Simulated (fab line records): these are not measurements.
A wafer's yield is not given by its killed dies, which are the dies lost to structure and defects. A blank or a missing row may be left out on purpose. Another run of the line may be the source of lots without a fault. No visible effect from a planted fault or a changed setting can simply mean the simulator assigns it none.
Problem report, 8D (eight disciplines) form, completed by code | flow nandHarc | the parts of the form that need people (team, actions taken, sign-off) are left out

== 1. WHAT IS WRONG ==
Mean of heaterPowerTotalW at NHARC_P_BONDPAD_SOFTBAKE_04: 208.2 W across 6 wafers in 2 lots; on wafers with no fault it is 201.0 W (standard deviation 1.3). Measured from the usual mean, that is +5.6 standard deviations.
The step: time 70 s.
The first sign was on wafer L482.3 at day 12 14:00, on lithoTrack-02. At this step, 39 wafers from 13 lots have a number in the record. Rule for "out" (also "out of limits"): further than 4 standard deviations from the usual mean. The rest of the wafers with a number are treated as sound.

== 2. WHAT THIS IS AND IS NOT ==
question                    | is                     | is not
which readings at this step | heaterPowerTotalW      | -
which lots                  | L482, L483             | L469, L470, L472, L473, L475, L477, L479, L480, L490, L491, L492
which wafers of those lots  | all that have a number | -
read on which tools         | lithoTrack-02          | lithoTrack-03, lithoTrack-07
when                        | from day 12 14:00      | up to then (24 sound wafers); but 9 sound wafers of L490, L491, L492 came after

== 3. SUSPECTS, AND WHAT RULES EACH OUT ==
Counting: any tool at a process step up to the reading is kept as a suspect provided that every lot that is out went through it and no sound lot did after the first of them.
- cmp-04 at NHARC_P_M2_CMP_23 (polishes, t overpolish 20 s, target thk 144.3 nm): ruled out as a lasting fault. The sound lots L491 went through it after L482, its earliest lot that is out (day 12 13:10).
- lithoTrack-02 at NHARC_P_BONDPAD_SOFTBAKE_04 (time 70 s): ruled out as a lasting fault. The sound lots L492 went through it after L482, its earliest lot that is out (day 12 14:00).
Left after counting: nothing in the record.

== 4. THE CAUSE (what the simulator had put in) ==
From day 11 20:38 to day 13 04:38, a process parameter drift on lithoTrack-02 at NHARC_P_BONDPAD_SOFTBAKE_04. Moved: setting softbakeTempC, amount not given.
Counting ruled it out, wrongly.

== 5. THE EFFECT CHAIN, in route order ==
Rows list readings where the struck wafers' mean (over those with a number) sits beyond 3 standard deviations from the usual. Only readings whose record carries a usual standard deviation are examined. hours: median over the lots of the time between each lot's start at the first step of this table that gives one and its start at this step. sigmas: the change, counted in usual standard deviations.
hours | step                        | reading           | usual   | on struck wafers | change | sigmas
0     | NHARC_P_BONDPAD_SOFTBAKE_04 | heaterPowerTotalW | 201.0 W | 208.2            | +7.2   | +5.6
Its process steps:
- NHARC_P_BONDPAD_SOFTBAKE_04: time 70 s.
At these later measuring or inspecting steps, every struck wafer for which the step has a row has a number for every such reading, and none has moved that far: NHARC_END_SORT_01.

== 6. HOW IT WOULD HAVE BEEN CAUGHT EARLIER ==
17 hours passed between the start of the fault at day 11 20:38 and the first reading out of limits in this record, taken at day 12 14:00.
